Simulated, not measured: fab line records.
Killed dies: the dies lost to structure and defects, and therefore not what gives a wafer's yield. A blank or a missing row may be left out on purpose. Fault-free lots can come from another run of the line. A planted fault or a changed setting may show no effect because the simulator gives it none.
A struck lot beside a sound one -- flow n5 finfet -- 15 out of 1938 route steps
Sound: these wafers, L578.1, L578.5, L578.6. Struck: wafers L571.3, L571.5. (L571.2 of the same lot was not struck and is left out.) The cause comes at the end.
Per side, at each step with rows, come the tool, then ch with its chambers, and then its first start. Under that, the readings that differ: sound wafers -- struck wafers -- difference of the means -- sigmas: that difference in standard deviations of wafers without a fault.
alike: a reading whose means differ by less than 2 such deviations, as well as words and numbers matching on both sides. not compared: withheld readings; readings where some wafer has no value; bounds like >300 that might hide an equal value; numbers whose values overlap and for which the record gives no deviation.
A row with sigmas, a row that says differs or no value, or rows on one side alone: a step with any of these is where the two part. When numbers do not overlap yet have no deviation, they are printed without sigmas and do not part them. A reading that every wafer of one side lacks parts them only if that side has two wafers or more.

first, 6 steps without rows for these wafers: N5_BEOL_M5_COAT_22 (resist thk 30 nm); N5_BEOL_M5_EBR_24; N5_BEOL_M5_SOFTBAKE_23 (time 60 s); N5_BEOL_M5_EXPOSE_25 (exposes mask V4, defocus 10 nm); N5_BEOL_M5_PEB_26 (peb time 60 s); N5_BEOL_M5_DEVELOP_27 (develop time 30 s).
N5_BEOL_M5_CD_MEAS_28: target cd 30.6 nm, target cd y 20 nm.
  sound on cd sem-01 ch 0, day 12 20:32; struck on cd sem-02 ch 0, day 11 07:23
  alike: cd nm
N5_BEOL_M5_OVL_MEAS_29:
  sound on overlay-02 ch 0, day 12 20:34; struck on overlay-02 ch 0, day 11 07:25
  alike: V4_OVL
N5_BEOL_M5_INSPECT_30: inspects for defects (brightfield).
  sound on defect inspect-02, day 12 20:38; struck on defect inspect-02, day 11 07:29
  alike: raw defect count
N5_BEOL_M5_DESCUM_33: chemistry O2, time 7 s.
  sound on rie diel-01 ch 1,2,3, day 12 20:41; struck on rie diel-06 ch 1,3, day 11 07:31
  alike: chamber pressure mTorr, drypump motor current A, oes product au, rf vpp V, showerhead plenum p Torr, throttle valve pct
  not compared: rf hours counter h
N5_BEOL_M5_ETCH_75: etches underlayer in N2/H2, target depth 6.5 nm, time 5.2 s.
  sound on rie diel-01 ch 1,2,3, day 12 20:44; struck on rie diel-06 ch 1,3, day 11 07:32
  alike: chamber pressure mTorr, drypump motor current A, etch rf on time s, oes product au, rf vpp V, showerhead plenum p Torr, throttle valve pct
  not compared: rf hours counter h
N5_BEOL_M5_ETCH_67: etches SiARC in CF4, target depth 15.6 nm, time 26 s.
  sound on rie diel-01 ch 1,2,3, day 12 20:45; struck on rie diel-06 ch 1,3, day 11 07:34
  alike: chamber pressure mTorr, drypump motor current A, etch rf on time s, mfc ar sccm, oes product au, rf vpp V, showerhead plenum p Torr, throttle valve pct
  not compared: rf hours counter h
N5_BEOL_M5_ETCH_68: etches SOC in N2/H2, target depth 80 nm, overetch 16 nm, time 120 s.
  sound on rie diel-01 ch 1,2,3, day 12 20:46; struck on rie diel-06 ch 1,3, day 11 07:35
reading,sound,struck,difference,sigmas
run length s (s),143.3 142.9 143.2,148.9 148.5,+5.6,+12
  alike: chamber pressure mTorr, drypump motor current A, oes product au, rf vpp V, showerhead plenum p Torr, throttle valve pct
  not compared: rf hours counter h
then, 2 steps without rows for these wafers: N5_BEOL_M5_STRIP_69 (strips in N2/H2); N5_PASSIVATION_PROBE_49.

WHERE THEY PART
Only at N5_BEOL_M5_ETCH_68, within this record.

WHY: what had been put in by the simulator
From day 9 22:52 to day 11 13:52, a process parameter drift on rie diel-06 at N5_BEOL_M5_ETCH_68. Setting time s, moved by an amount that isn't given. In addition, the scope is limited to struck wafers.
